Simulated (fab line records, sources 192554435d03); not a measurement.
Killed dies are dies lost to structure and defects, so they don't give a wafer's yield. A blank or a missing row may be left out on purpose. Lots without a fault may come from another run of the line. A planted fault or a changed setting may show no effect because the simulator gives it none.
fab line records | flow n5_finfet
record lots=6 wafers=18 last_day=18
route steps=1938 shown GATE_CUT@489 BEOL_M4@1111 PASSIVATION@1936
lots that met no fault: from a run of the same line without faults
start_h: hours from the record's first day to the start of the lot's first wafer shown | wait_h: hours since the lot's step before | " the same as in the row above | L1.1+2: a row that stands for several wafers | - no value, or no start given | * or withheld: withheld | < > ~ a bound
route shown NAME@n: a module of which the file shows steps, and the number in the route of the first | usual: mean/standard deviation of fault-free wafers | same: alike in all rows | chamber/n: place in a boat | sites: the reading at each site | _std_site: their standard deviation | _edge_site: outer sites' mean less inner sites' | radius_mm: how far each site lies from the wafer's centre | mask NAME#n: copy n | behind: the tool/chamber that last shaped the wafer | hold: why the lot was held/for how many hours/how that ended | device: the transistor (n, p or np) that didn't switch | end of line: the same wafers' tests at the end of the route | a step without rows: its recipe alone | killed: dies lost to structure and defects at the first sort, not the wafer's yield | map: a wafer's dies, x killed, . not, _ none there
set.NAME: the setting as run; set.NAME@STEP: as run at that earlier step | model.NAME: the simulator's own value behind a step, which no gauge read
lots at some steps of the route; a table a step, a row a wafer
services: from which hour (start_h, from the record's first day; less than 0 if before it) a tool's chamber was out of use, for how many hours, and why
## steps
# step N5_GATE_CUT_INSPECT_15
# recipe mode=adi inspect_instrument=brightfield
# usual raw_defect_count=135/39
# columns lot.wafer tool chamber start_h wait_h raw_defect_count
L378.2 defect_inspect-02 - 87.84 0.0 129
L378.4 " - " " 104
L378.6 " - " " 121
L384.1 defect_inspect-02 - 132.27 0.1 133
L384.2 " - " " 116
L384.5 " - " " 113
L388.1 defect_inspect-01 - 147.64 0.1 131
L388.2 " - " " 153
L388.4 " - " " 140
L390.1 defect_inspect-01 - 161.12 0.1 110
L390.2 " - " " 108
L390.6 " - " " 110
L398.2 defect_inspect-02 - 213.34 0.0 99
L398.4 " - " " 144
L398.5 " - " " 137
L399.2 defect_inspect-01 - 216.31 0.0 122
L399.3 " - " " 127
L399.6 " - " " 143
# step N5_GATE_CUT_DESCUM_18
# recipe chemistry=O2 time_s=7 source_power_w=50 bias_power_w=20 pressure_mtorr=20 rf_frequency_hz=2.712e+07 temp_c=40 resist=CAR-EUV o2_flow_sccm=225
# usual drypump_motor_current_A=5.6/0.57 oes_product_au=0.77/0.081 rf_vpp_V=243.3/1.3 showerhead_plenum_p_Torr=2.10/0.058 throttle_valve_pct=20.44/0.24
# columns lot.wafer tool chamber start_h wait_h drypump_motor_current_A oes_product_au rf_hours_counter_h rf_vpp_V showerhead_plenum_p_Torr throttle_valve_pct
L378.2 rie_diel-03 0 87.87 0.0 6.5 0.69 222 243.4 2.17 20.32
L378.4 " 0 " " 6.5 0.69 - 242.9 2.17 20.35
L378.6 " 2 " " 6.6 0.71 - 242.7 2.08 20.68
L384.1 rie_diel-03 2 132.31 0.0 6.6 0.69 222 242.9 2.08 20.68
L384.2 " 0 " " 6.5 0.68 235 244.9 2.16 20.35
L384.5 " 1 " " 5.7 0.96 - 244.5 2.15 20.18
L388.1 rie_diel-01 3 147.68 0.0 5.9 0.76 179 242.2 2.02 20.71
L388.2 " 0 " " 5.2 0.77 142 242.1 2.10 20.73
L388.4 " 1 " " 4.8 0.71 187 243.5 2.15 20.29
L390.1 rie_diel-06 3 161.16 0.0 5.7 0.81 97 244.6 2.20 20.31
L390.2 " 1 " " 5.1 0.73 208 242.0 2.08 20.47
L390.6 " 1 " " 5.0 0.73 - 244.0 2.08 20.47
L398.2 rie_diel-01 3 213.38 0.0 5.9 0.73 199 241.0 2.01 20.72
L398.4 " 1 " " 4.9 0.69 206 245.4 2.15 20.35
L398.5 " 3 " " 5.9 0.73 - 242.6 2.01 20.72
L399.2 rie_diel-06 2 216.34 0.0 5.0 0.89 42 244.0 2.05 19.99
L399.3 " 3 " " 5.7 0.78 114 245.7 2.19 20.34
L399.6 " 1 " " 5.0 0.70 - 243.1 2.07 20.49
# step N5_GATE_CUT_ETCH_28
# recipe chemistry=N2/H2 target=underlayer target_depth_a=130 mask_material=CAR-EUV time_s=10.4 ion_energy_ev=200 pressure_mtorr=30 source_w=840 bias_w=150 n2_flow_sccm=200 h2_flow_sccm=200 ends=cleared
# step N5_GATE_CUT_ETCH_36
# recipe chemistry=CF4 target=SiARC target_depth_a=130 mask_material=CAR-EUV time_s=21.7 ion_energy_ev=80 pressure_mtorr=40 source_w=545 bias_w=36 Ar_flow_sccm=100 cf4_flow_sccm=100 ends=cleared
# usual drypump_motor_current_A=5.6/0.57 etch_rf_on_time_s=21.7/0.54 oes_product_au=0.66/0.067 rf_vpp_V=184.2/1.2 showerhead_plenum_p_Torr=2.15/0.059 throttle_valve_pct=15.63/0.24
# columns lot.wafer tool chamber start_h wait_h drypump_motor_current_A etch_rf_on_time_s oes_product_au rf_hours_counter_h rf_vpp_V showerhead_plenum_p_Torr throttle_valve_pct
L378.2 rie_diel-03 0 87.92 0.0 6.5 22.1 0.58 222 183.7 2.19 15.50
L378.4 " 0 " " 6.5 22.2 0.58 - 184.5 2.19 15.49
L378.6 " 2 " " 6.6 21.9 0.59 - 183.8 2.13 15.88
L384.1 rie_diel-03 2 132.36 0.0 6.6 22.1 0.59 222 183.7 2.12 15.89
L384.2 " 0 " " 6.5 22.0 0.57 235 185.2 2.19 15.53
L384.5 " 1 " " 5.7 22.0 0.81 - 184.9 2.18 15.28
L388.1 rie_diel-01 3 147.73 0.0 5.9 22.1 0.63 179 182.3 2.05 15.69
L388.2 " 0 " " 5.2 20.7 0.67 142 184.3 2.15 15.91
L388.4 " 1 " " 4.8 21.7 0.61 187 185.7 2.21 15.60
L390.1 rie_diel-06 3 161.21 0.0 5.7 21.8 0.69 97 186.3 2.24 15.54
L390.2 " 1 " " 5.1 21.6 0.62 208 183.9 2.12 15.66
L390.6 " 1 " " 5.0 21.7 0.62 - 183.7 2.12 15.67
L398.2 rie_diel-01 3 213.43 0.0 5.9 22.7 0.62 199 182.7 2.04 15.73
L398.4 " 1 " " 4.9 22.1 0.59 206 184.2 2.20 15.63
L398.5 " 3 " " 5.9 22.6 0.61 - 182.7 2.04 15.72
L399.2 rie_diel-06 2 216.40 0.0 5.0 21.7 0.75 42 182.5 2.09 15.09
L399.3 " 3 " " 5.7 21.8 0.67 114 184.9 2.24 15.57
L399.6 " 1 " " 5.1 21.9 0.61 - 185.3 2.12 15.71
# step N5_GATE_CUT_ETCH_37
# recipe chemistry=N2/H2 target=SOC target_depth_a=600 overetch_a=120 mask_material=SiARC temp_c=40 time_s=90 ion_energy_ev=200 pressure_mtorr=30 source_w=840 bias_w=150 n2_flow_sccm=200 h2_flow_sccm=200
# usual drypump_motor_current_A=5.6/0.57 oes_product_au=0.69/0.068 rf_vpp_V=524.1/2.2 showerhead_plenum_p_Torr=2.55/0.073 throttle_valve_pct=17.82/0.2
# columns lot.wafer tool chamber start_h wait_h drypump_motor_current_A oes_product_au rf_hours_counter_h rf_vpp_V showerhead_plenum_p_Torr throttle_valve_pct
L378.2 rie_diel-03 0 87.95 0.0 6.5 0.62 222 525.8 2.63 17.90
L378.4 " 0 " " 6.5 0.61 - 526.6 2.63 17.91
L378.6 " 2 " " 6.6 0.63 - 523.9 2.51 17.88
L384.1 rie_diel-03 2 132.39 0.0 6.6 0.62 222 522.5 2.50 17.89
L384.2 " 0 " " 6.5 0.61 235 524.9 2.63 17.91
L384.5 " 1 " " 5.7 0.86 - 525.8 2.61 17.62
L388.1 rie_diel-01 3 147.76 0.0 5.9 0.67 179 519.6 2.44 18.04
L388.2 " 0 " " 5.2 0.68 142 524.1 2.54 18.06
L388.4 " 1 " " 4.8 0.64 187 526.8 2.63 17.80
L390.1 rie_diel-06 3 161.24 0.0 5.7 0.71 97 527.7 2.66 17.65
L390.2 " 1 " " 5.1 0.65 208 521.8 2.51 17.71
L390.6 " 1 " " 5.1 0.65 - 523.3 2.51 17.69
L398.2 rie_diel-01 3 213.46 0.0 5.9 0.66 199 523.0 2.44 18.08
L398.4 " 1 " " 4.9 0.63 206 526.9 2.62 17.80
L398.5 " 3 " " 5.9 0.65 - 519.3 2.44 18.08
L399.2 rie_diel-06 2 216.42 0.0 5.0 0.78 42 522.7 2.49 17.42
L399.3 " 3 " " 5.7 0.70 114 527.7 2.65 17.68
L399.6 " 1 " " 5.1 0.64 - 523.2 2.50 17.72
# step N5_GATE_CUT_STRIP_38
# recipe chemistry=N2/H2 temp_c=40 n2_flow_sccm=200 h2_flow_sccm=200 rf_frequency_hz=6e+07
# step N5_GATE_CUT_STRIP_39
# recipe chemistry=N2/H2 temp_c=40 n2_flow_sccm=200 h2_flow_sccm=200 rf_frequency_hz=6e+07
# step N5_GATE_CUT_HM_OPEN_40
# recipe chemistry=C4F6/O2 target=SiO2 mask_material=SiARC target_depth_a=1390 time_s=85.1 ion_energy_ev=250 pressure_mtorr=30 source_w=345 bias_w=185 Ar_flow_sccm=300 C4F6_flow_sccm=10 O2_flow_sccm=10 ends=cleared
# step N5_GATE_CUT_STRIP_41
# recipe chemistry=CF4 resist=SiARC power_w=300 bias_power_w=75 pressure_mtorr=50 cf4_flow_sccm=150 rf_frequency_hz=6e+07
# usual drypump_motor_current_A=5.6/0.56 oes_product_au=0.178/0.018 rf_vpp_V=271.4/1.4 showerhead_plenum_p_Torr=1.80/0.05 throttle_valve_pct=13.61/0.25
# columns lot.wafer tool chamber start_h wait_h drypump_motor_current_A oes_product_au rf_hours_counter_h rf_vpp_V showerhead_plenum_p_Torr throttle_valve_pct
L378.2 rie_diel-03 0 88.09 0.0 6.5 0.158 222 272.4 1.83 13.53
L378.4 " 0 " " 6.5 0.159 - 271.2 1.84 13.52
L378.6 " 2 " " 6.6 0.162 - 271.2 1.78 13.87
L384.1 rie_diel-03 2 132.53 0.0 6.6 0.159 222 271.9 1.78 13.92
L384.2 " 0 " " 6.5 0.154 235 272.8 1.83 13.54
L384.5 " 1 " " 5.7 0.225 - 272.4 1.83 13.21
L388.1 rie_diel-01 3 147.90 0.0 5.9 0.178 179 270.2 1.71 13.66
L388.2 " 0 " " 5.2 0.173 142 272.5 1.81 13.87
L388.4 " 1 " " 4.8 0.166 187 273.3 1.85 13.62
L390.1 rie_diel-06 3 161.38 0.0 5.7 0.185 97 273.3 1.88 13.52
L390.2 " 1 " " 5.1 0.170 208 271.0 1.78 13.69
L390.6 " 1 " " 5.1 0.170 - 271.4 1.78 13.71
L398.2 rie_diel-01 3 213.60 0.0 5.9 0.173 199 269.2 1.71 13.74
L398.4 " 1 " " 4.8 0.157 206 272.4 1.85 13.65
L398.5 " 3 " " 5.9 0.175 - 268.6 1.71 13.71
L399.2 rie_diel-06 2 216.57 0.0 5.0 0.201 42 269.6 1.74 13.03
L399.3 " 3 " " 5.7 0.184 114 272.1 1.87 13.55
L399.6 " 1 " " 5.1 0.168 - 269.7 1.78 13.74
# step N5_GATE_CUT_STRIP_42
# recipe chemistry=O2 power_w=400 temp_c=40 pressure_mtorr=30 rf_frequency_hz=6e+07 bias_power_w=0 overash_fraction=0.3 o2_flow_sccm=225
# step N5_GATE_CUT_ETCH_19
# recipe chemistry=CH3F/O2 target=SiNx mask_material=SiO2 target_depth_a=537 time_s=76.7 pressure_mtorr=30 source_w=395 bias_w=73 Ar_flow_sccm=150 CH3F_flow_sccm=30 O2_flow_sccm=20 ion_energy_ev=120 ends=cleared
# step N5_GATE_CUT_CUT_ETCH_53
# recipe chemistry=SF6/Cl2 target=W mask_material=SiO2 target_depth_a=792 pressure_mtorr=8 icp_w=900 bias_w=80 SF6_flow_sccm=40 Cl2_flow_sccm=60 ends=cleared
# usual drypump_motor_current_A=6.03/0.24 etch_rf_on_time_s=27.0/0.54 mfc_cl2_sccm=59.99/0.18 oes_product_au=0.66/0.11 throttle_valve_pct=28.94/0.26
# columns lot.wafer tool chamber start_h wait_h drypump_motor_current_A etch_rf_on_time_s mfc_cl2_sccm oes_product_au rf_hours_counter_h throttle_valve_pct
L378.2 rie_metal-03 0 88.26 0.1 6.14 27.2 60.02 0.56 111 29.14
L378.4 " 1 " " 6.01 27.4 60.08 0.72 - 28.83
L378.6 " 1 " " 5.98 27.5 60.07 0.73 - 28.83
L384.1 rie_metal-03 1 132.70 0.1 5.98 27.3 60.14 0.73 30 28.83
L384.2 " 0 " " 6.14 27.3 59.90 0.56 113 29.12
L384.5 " 0 " " 6.14 27.3 59.89 0.56 - 29.13
L388.1 rie_metal-01 0 148.07 0.1 6.26 26.2 60.06 0.71 30 28.56
L388.2 " 1 " " 6.18 26.4 60.06 0.54 139 29.30
L388.4 " 0 " " 6.30 26.1 59.90 0.72 - 28.56
L390.1 rie_metal-01 0 161.55 0.1 6.32 26.5 60.16 0.72 33 28.56
L390.2 " 0 " " 6.30 26.6 59.82 0.71 - 28.57
L390.6 " 0 " " 6.31 26.8 59.81 0.71 - 28.57
L398.2 rie_metal-03 1 213.77 0.1 5.99 27.2 59.84 0.70 38 28.86
L398.4 " 0 " " 6.13 26.9 59.82 0.55 - 29.16
L398.5 " 0 " " 6.14 26.8 59.92 0.55 - 29.15
L399.2 rie_metal-03 1 216.73 0.1 5.97 27.3 59.92 0.71 38 28.85
L399.3 " 0 " " 6.12 27.1 60.17 0.56 - 29.12
L399.6 " 0 " " 6.13 26.9 60.21 0.56 - 29.15
# step N5_GATE_CUT_CUT_ETCH_54
# recipe chemistry=Cl2/BCl3 target=TiN mask_material=SiO2 target_depth_a=967 pressure_mtorr=10 icp_w=1000 bias_w=126 Cl2_flow_sccm=53.25 bcl3_flow_sccm=21.75 Ar_flow_sccm=25 ends=cleared
# usual drypump_motor_current_A=6.03/0.24 etch_rf_on_time_s=37.4/0.81 mfc_cl2_sccm=53.26/0.16 oes_product_au=0.66/0.11 throttle_valve_pct=22.31/0.18
# columns lot.wafer tool chamber start_h wait_h drypump_motor_current_A etch_rf_on_time_s mfc_cl2_sccm oes_product_au rf_hours_counter_h throttle_valve_pct
L378.2 rie_metal-03 0 88.32 0.0 6.15 37.6 53.27 0.56 111 22.39
L378.4 " 1 " " 5.99 38.4 53.28 0.72 - 22.27
L378.6 " 1 " " 6.00 38.4 53.34 0.73 - 22.27
L384.1 rie_metal-03 1 132.76 0.0 5.96 38.2 53.30 0.73 30 22.27
L384.2 " 0 " " 6.16 38.2 53.21 0.56 113 22.39
L384.5 " 0 " " 6.14 38.3 53.28 0.56 - 22.38
L388.1 rie_metal-01 0 148.13 0.0 6.22 36.9 53.18 0.72 30 22.10
L388.2 " 1 " " 6.18 37.0 53.42 0.54 139 22.59
L388.4 " 0 " " 6.24 37.0 53.35 0.72 - 22.08
L390.1 rie_metal-01 0 161.67 0.1 6.27 36.0 53.23 0.72 33 22.08
L390.2 " 0 " " 6.25 36.6 53.31 0.72 - 22.10
L390.6 " 0 " " 6.26 36.5 53.46 0.71 - 22.09
L398.2 rie_metal-03 1 213.83 0.0 5.98 38.1 53.14 0.71 38 22.28
L398.4 " 0 " " 6.16 38.0 45.44 0.55 - 21.48
L398.5 " 0 " " 6.15 38.0 45.47 0.55 - 21.48
L399.2 rie_metal-03 1 216.79 0.0 6.00 37.9 53.50 0.71 38 22.28
L399.3 " 0 " " 6.14 37.7 45.31 0.55 - 21.48
L399.6 " 0 " " 6.12 37.6 45.50 0.55 - 21.47
# step N5_GATE_CUT_CUT_ETCH_55
# recipe chemistry=BCl3 target=HfO2 mask_material=SiO2 target_depth_a=32 ion_energy_ev=30 pressure_mtorr=5 icp_w=450 bias_w=18 bcl3_flow_sccm=80
# step N5_BEOL_M4_RC_MEAS_101
# usual DIBL_N=36.2/1.6 DIBL_P=36.5/1.9 IOFF_N=0.158/0.027 IOFF_P=0.21/0.038 ION_N=675/12 ION_P=464/8.9 SS_N=71.5/0.61 SS_P=73.4/0.59 VT_N=250.4/3 VT_P=-250/3.6
# columns lot.wafer tool chamber start_h wait_h DIBL_N[mV/V] DIBL_P[mV/V] IOFF_N[nA/um] IOFF_P[nA/um] ION_N[uA/um] ION_P[uA/um] SS_N[mV/dec] SS_P[mV/dec] VT_N[mV] VT_P[mV]
L378.2 prober-01 0 164.55 0.2 37.2 37.7 0.177 0.24 689 471 72.6 73.8 247.7 -247
L378.4 " 0 " " 36.0 36.2 0.144 0.21 675 467 70.5 73.4 252.2 -250
L378.6 " 0 " " 37.2 38.0 0.173 0.25 684 471 72.0 73.7 250.8 -247
L384.1 prober-01 0 210.70 0.0 33.0 32.6 0.099 0.16 661 465 70.2 73.0 258.6 -250
L384.2 " 0 " " 35.6 37.2 0.149 0.24 675 471 71.4 73.3 249.2 -245
L384.5 " 0 " " 32.6 32.3 0.101 0.17 652 455 71.0 72.7 256.5 -252
L388.1 prober-01 0 227.46 0.0 36.1 36.1 0.162 0.20 683 463 71.3 73.5 247.1 -251
L388.2 " 0 " " 36.6 36.7 0.168 0.20 682 462 71.3 73.3 247.3 -246
L388.4 " 0 " " 37.8 39.3 0.206 0.26 706 486 71.6 74.4 245.4 -246
L390.1 prober-02 0 249.60 0.0 35.8 35.2 0.139 0.23 681 473 71.5 73.0 250.2 -249
L390.2 " 0 " " 36.9 36.3 0.152 0.25 682 475 71.9 73.3 250.9 -247
L390.6 " 0 " " 36.2 36.2 0.141 0.25 677 480 71.4 73.2 252.4 -246
L398.2 prober-02 0 302.73 0.2 36.4 36.0 0.164 0.18 670 446 71.3 72.3 248.3 -250
L398.4 " 0 " " 36.4 36.8 0.172 0.21 681 463 71.4 72.8 247.4 -251
L398.5 " 0 " " 35.2 35.0 0.146 0.17 661 454 71.2 72.1 250.7 -253
L399.2 prober-02 0 320.73 0.2 32.1 32.0 0.105 0.19 649 463 69.8 72.3 255.3 -249
L399.3 " 0 " " 34.7 35.8 0.149 0.24 675 474 71.5 73.7 248.6 -242
L399.6 " 0 " " 35.4 36.2 0.154 0.25 672 472 72.1 73.5 249.7 -245
# step N5_PASSIVATION_PROBE_49
# usual defect_limited_yield=91.3/1.7 killed_at_M0_to_M3=33/11 killed_at_M4_up=14/5.5 killed_at_contacts=13/6.5 killed_at_front_end=39/13 killed_at_other=3.4/2.9 killed_dies=103/20 killed_open=69/15 killed_short=32/8.1 sort_bin_5_function=5.1/1.1 sort_bin_6_memory=3.3/0.74 sort_n_pass=1077/20 sort_yield_pct=91.3/1.7
# same gross_dies=1180 killed_at_back_side=0 sort_bin_4_leakage[%]=0 sort_bin_8_speed[%]=0
# columns lot.wafer tool chamber start_h wait_h defect_limited_yield[%] killed_at_M0_to_M3 killed_at_M4_up killed_at_contacts killed_at_front_end killed_at_other killed_dies killed_open killed_short sort_bin_5_function[%] sort_bin_6_memory[%] sort_n_pass sort_yield_pct[%]
L378.2 prober-02 - 287.13 0.1 88.4 41 19 36 41 0 137 86 51 7.2 3.8 1043 88.4
L378.4 prober-02 - 287.23 0.2 91.6 37 10 23 26 3 99 64 34 5.5 2.7 1081 91.6
L378.6 prober-02 - 287.33 0.3 89.5 36 19 16 47 6 124 89 35 5.7 4.7 1056 89.5
L388.1 prober-01 - 335.75 0.0 92.1 55 8 8 20 2 93 64 24 4.6 3.0 1087 92.1
L388.2 prober-01 - 335.80 0.1 90.8 54 8 5 41 1 109 62 46 6.3 2.7 1071 90.8
L388.4 prober-01 - 335.90 0.2 90.1 50 13 16 36 2 117 79 36 6.0 3.4 1063 90.1
L399.2 prober-02 - 438.34 0.1 93.2 38 10 8 22 2 80 59 19 4.3 2.3 1100 93.2
L399.3 prober-02 - 438.39 0.1 91.9 32 18 7 37 2 96 74 18 4.4 3.1 1084 91.9
L399.6 prober-02 - 438.54 0.3 89.8 38 22 15 37 8 120 72 40 5.1 4.2 1060 89.8
# killed by level:class
L378.2 MOL_CONTACT_COAG:geometric_particle:open=30 BEOL_M0_SAQP:geometric_particle:short=17 BEOL_M4:geometric_particle:open=10 BEOL_M0_SAQP:geometric_particle:open=10 FIN_SAQP:geometric_particle:open=6 FIN_SAQP:geometric_particle:short=6 MOL_CONTACT_COAG:geometric_particle:short=6 STARTING-WAFER:geometric_particle:open=6
L378.4 MOL_CONTACT_COAG:geometric_particle:open=18 BEOL_M1:geometric_particle:open=8 BEOL_M3:geometric_particle:open=7 DUMMY_GATE:geometric_particle:open=6 GATE_CUT:geometric_particle:short=6 BEOL_M4:geometric_particle:open=6 BEOL_M0_SAQP:geometric_particle:short=6 MOL_CONTACT_COAG:geometric_particle:short=5
L378.6 STI_FIN_REVEAL:geometric_particle:open=15 BEOL_M4:geometric_particle:open=15 MOL_CONTACT_COAG:geometric_particle:open=13 FIN_SAQP:geometric_particle:short=10 BEOL_M0_SAQP:geometric_particle:open=8 FIN_SAQP:geometric_particle:open=7 BEOL_M0_SAQP:geometric_particle:short=7 BEOL_M2:geometric_particle:open=6
L388.1 BEOL_M0_SAQP:geometric_particle:open=18 BEOL_M1:geometric_particle:open=14 BEOL_M0_SAQP:geometric_particle:short=7 MOL_CONTACT_COAG:geometric_particle:open=6 BEOL_M2:geometric_particle:open=6 DUMMY_GATE:geometric_particle:open=4 BEOL_M3:geometric_particle:short=4 BEOL_M4:geometric_particle:open=4
L388.2 BEOL_M0_SAQP:geometric_particle:short=16 BEOL_M0_SAQP:geometric_particle:open=15 FIN_SAQP:geometric_particle:open=10 BEOL_M3:geometric_particle:short=9 DUMMY_GATE:geometric_particle:open=7 BEOL_M1:geometric_particle:open=5 STARTING-WAFER:geometric_particle:short=5 FIN_SAQP:geometric_particle:short=4
L388.4 BEOL_M1:geometric_particle:open=16 MOL_CONTACT_COAG:geometric_particle:open=14 BEOL_M0_SAQP:geometric_particle:open=11 DUMMY_GATE:geometric_particle:open=10 BEOL_M0_SAQP:geometric_particle:short=10 STI_FIN_REVEAL:geometric_particle:open=5 BEOL_M4:geometric_particle:open=5 FIN_SAQP:geometric_particle:open=4
L399.2 FIN_SAQP:geometric_particle:open=9 BEOL_M3:geometric_particle:open=9 BEOL_M0_SAQP:geometric_particle:short=8 BEOL_M1:geometric_particle:open=7 MOL_CONTACT_COAG:geometric_particle:open=6 BEOL_M4:geometric_particle:open=6 STI_FIN_REVEAL:geometric_particle:open=4 BEOL_M2:geometric_particle:open=4
L399.3 BEOL_M4:geometric_particle:open=15 BEOL_M0_SAQP:geometric_particle:open=12 FIN_SAQP:geometric_particle:open=8 BEOL_M3:geometric_particle:open=8 MOL_CONTACT_COAG:geometric_particle:open=7 GATE_CUT:geometric_particle:open=6 DUMMY_GATE:geometric_particle:open=5 BEOL_M0_SAQP:geometric_particle:short=4
L399.6 MOL_CONTACT_COAG:geometric_particle:open=12 FIN_SAQP:geometric_particle:open=7 GATE_CUT:geometric_particle:short=7 BEOL_M0_SAQP:geometric_particle:open=6 BEOL_M4:geometric_particle:open=6 HKMG_FIN:area_etch=6 DUMMY_GATE:geometric_particle:open=5 BEOL_M2:geometric_particle:short=5
## services
# columns tool chamber start_h hours kind
rie_diel-06 2 64.41 - clean
rie_diel-06 2 64.41 - consumable_replace:focus_ring
rie_diel-06 2 64.41 15.0 scheduled_down
rie_diel-06 2 64.41 15.0 vent_cycle
rie_diel-03 1 77.68 - clean
rie_diel-03 1 77.68 - consumable_replace:focus_ring
rie_diel-03 1 77.68 28.1 scheduled_down
rie_diel-03 1 77.68 28.1 vent_cycle
rie_diel-06 3 84.92 1.6 repair
rie_metal-03 - 91.15 14.6 pm
rie_diel-03 - 116.21 0.6 repair
rie_diel-03 - 123.78 2.8 pm
rie_metal-01 1 152.42 - clean
rie_metal-01 1 152.42 22.0 scheduled_down
rie_metal-01 1 152.42 22.0 vent_cycle
rie_diel-06 0 160.21 2.8 repair
rie_diel-03 0 178.59 - clean
rie_diel-03 0 178.59 - consumable_replace:focus_ring
rie_diel-03 0 178.59 26.3 scheduled_down
rie_diel-03 0 178.59 26.3 vent_cycle
rie_diel-06 0 213.00 3.4 repair
## key
first_sign step=N5_GATE_CUT_CUT_ETCH_54 reading=mfc_cl2_sccm direction=down sigmas=49 usual=53.26 struck=45.43
effect step=N5_GATE_CUT_CUT_ETCH_54 reading=throttle_valve_pct direction=down sigmas=4.7 usual=* struck=*
met_at N5_GATE_CUT_CUT_ETCH_54
struck_wafers L398.4,L398.5,L399.3,L399.6
onset_between 132.76 213.83
fault kind=process_parameter_drift tool=rie_metal-03 chamber=0 onset_h=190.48 steps=N5_GATE_CUT_CUT_ETCH_54 channel=Cl2_flow_sccm offset=-7.7994 shape=step end_h=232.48 acts_in=these_recipes_only stated=53.25
